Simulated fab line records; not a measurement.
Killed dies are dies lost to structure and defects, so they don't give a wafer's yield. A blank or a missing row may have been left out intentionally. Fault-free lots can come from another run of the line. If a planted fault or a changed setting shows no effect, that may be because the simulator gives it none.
Split-lot study / flow n5-finfet / route with 1938 steps; 7 lots, 21 wafers read

ABOUT THE SPLIT
At N5_BEOL_M0_SAQP_ETCH_88 (etches underlayer in N2/H2, target depth 6.5 nm, time 5.2 s), the setting source-w was moved away from the recipe's 840 W on 8 of the 21 wafers read, by -10.9% to +14.3%. For the rest of the wafers, this setting stayed at what the recipe calls for.

The reading comes from the split's own step.

THE READING
rf-vpp-V, in V, at N5_BEOL_M0_SAQP_ETCH_88 (etches underlayer in N2/H2, target depth 6.5 nm, time 5.2 s). Fault-free wafers of this fab line usually give 523.7 V, standard deviation 2.6 V.

wafer=L074.1; tool, chamber at the split=rie-diel-06, 3; source-w as run, W=840; against the recipe=recipe; rf-vpp-V, V=526.4; against lot-mates on the recipe=-
wafer=L074.3; tool, chamber at the split=rie-diel-06, 1; source-w as run, W=960.5; against the recipe=+14.3%; rf-vpp-V, V=501.0; against lot-mates on the recipe=-25.4
wafer=L074.4; tool, chamber at the split=rie-diel-06, 0; source-w as run, W=960.5; against the recipe=+14.3%; rf-vpp-V, V=507.0; against lot-mates on the recipe=-19.4
wafer=L079.1; tool, chamber at the split=rie-diel-05, 1; source-w as run, W=840; against the recipe=recipe; rf-vpp-V, V=519.5; against lot-mates on the recipe=-
wafer=L079.2; tool, chamber at the split=rie-diel-05, 2; source-w as run, W=840; against the recipe=recipe; rf-vpp-V, V=523.2; against lot-mates on the recipe=-
wafer=L079.5; tool, chamber at the split=rie-diel-05, 2; source-w as run, W=840; against the recipe=recipe; rf-vpp-V, V=523.2; against lot-mates on the recipe=-
wafer=L084.3; tool, chamber at the split=rie-diel-02, 2; source-w as run, W=905.5; against the recipe=+7.8%; rf-vpp-V, V=507.1; against lot-mates on the recipe=-18.4
wafer=L084.4; tool, chamber at the split=rie-diel-02, 1; source-w as run, W=840; against the recipe=recipe; rf-vpp-V, V=525.5; against lot-mates on the recipe=-
wafer=L084.6; tool, chamber at the split=rie-diel-02, 1; source-w as run, W=905.5; against the recipe=+7.8%; rf-vpp-V, V=511.6; against lot-mates on the recipe=-13.9
wafer=L087.2; tool, chamber at the split=rie-diel-06, 0; source-w as run, W=840; against the recipe=recipe; rf-vpp-V, V=523.8; against lot-mates on the recipe=-
wafer=L087.4; tool, chamber at the split=rie-diel-06, 2; source-w as run, W=840; against the recipe=recipe; rf-vpp-V, V=521.7; against lot-mates on the recipe=-
wafer=L087.6; tool, chamber at the split=rie-diel-06, 0; source-w as run, W=840; against the recipe=recipe; rf-vpp-V, V=525.7; against lot-mates on the recipe=-
wafer=L088.2; tool, chamber at the split=rie-diel-06, 3; source-w as run, W=840; against the recipe=recipe; rf-vpp-V, V=528.3; against lot-mates on the recipe=-
wafer=L088.5; tool, chamber at the split=rie-diel-06, 3; source-w as run, W=748.8; against the recipe=-10.9%; rf-vpp-V, V=546.2; against lot-mates on the recipe=+17.9
wafer=L088.6; tool, chamber at the split=rie-diel-06, 0; source-w as run, W=748.8; against the recipe=-10.9%; rf-vpp-V, V=544.4; against lot-mates on the recipe=+16.1
wafer=L089.1; tool, chamber at the split=rie-diel-05, 3; source-w as run, W=787.1; against the recipe=-6.3%; rf-vpp-V, V=537.5; against lot-mates on the recipe=+16.5
wafer=L089.2; tool, chamber at the split=rie-diel-05, 1; source-w as run, W=840; against the recipe=recipe; rf-vpp-V, V=521.0; against lot-mates on the recipe=-
wafer=L089.6; tool, chamber at the split=rie-diel-05, 2; source-w as run, W=787.1; against the recipe=-6.3%; rf-vpp-V, V=532.7; against lot-mates on the recipe=+11.7
wafer=L091.3; tool, chamber at the split=rie-diel-06, 2; source-w as run, W=840; against the recipe=recipe; rf-vpp-V, V=521.1; against lot-mates on the recipe=-
wafer=L091.4; tool, chamber at the split=rie-diel-06, 1; source-w as run, W=840; against the recipe=recipe; rf-vpp-V, V=523.6; against lot-mates on the recipe=-
wafer=L091.6; tool, chamber at the split=rie-diel-06, 0; source-w as run, W=840; against the recipe=recipe; rf-vpp-V, V=523.5; against lot-mates on the recipe=-

THE FIT
A straight line over all 21 wafers: rf-vpp-V changes by -1.66 V for each +1% of source-w; r = -0.97; the points scatter about the line by 3 V.
The same after taking each lot's own level away (the mean of its wafers on the recipe; 21 wafers): -1.7 V for each +1%; r = -0.98; scatter 2.5 V.
That fit puts the effect of the largest move of source-w on the reading at 24 V.
The lots' own levels span 521.00 to 528.30 V, that is 2.8 times the standard deviation above.
Consequently the slope shifts little with the lot-to-lot level, the two slopes agreeing.
Check: -23.9 V against its lot-mates is what the line predicts for one of the wafers moved furthest among these (+14.3%) when that wafer is left out of the fit. It came out at -25.4 V against them.
Tool readings at the split's step, against how far the setting was moved: rf-vpp-V r = -0.97.

THE OTHER SPLITS THESE WAFERS WENT THROUGH
Before the reading, these wafers also passed through other splits. Each is held against what the fit with the lots' levels taken away leaves over:
other split on the same wafers=N5_MOL_CONTACT_COAG_CMP_28 down-force-psi; wafers away from the commonest value=5; r with rf-vpp-V (lot level and that fit taken away)=+0.34
other split on the same wafers=N5_MOL_CONTACT_COAG_COAT_76 spin-rpm; wafers away from the commonest value=6; r with rf-vpp-V (lot level and that fit taken away)=-0.08

THE FILE'S OWN FIT
rf-vpp-V changes by -1.7 V for each +1% of source-w, r = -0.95.
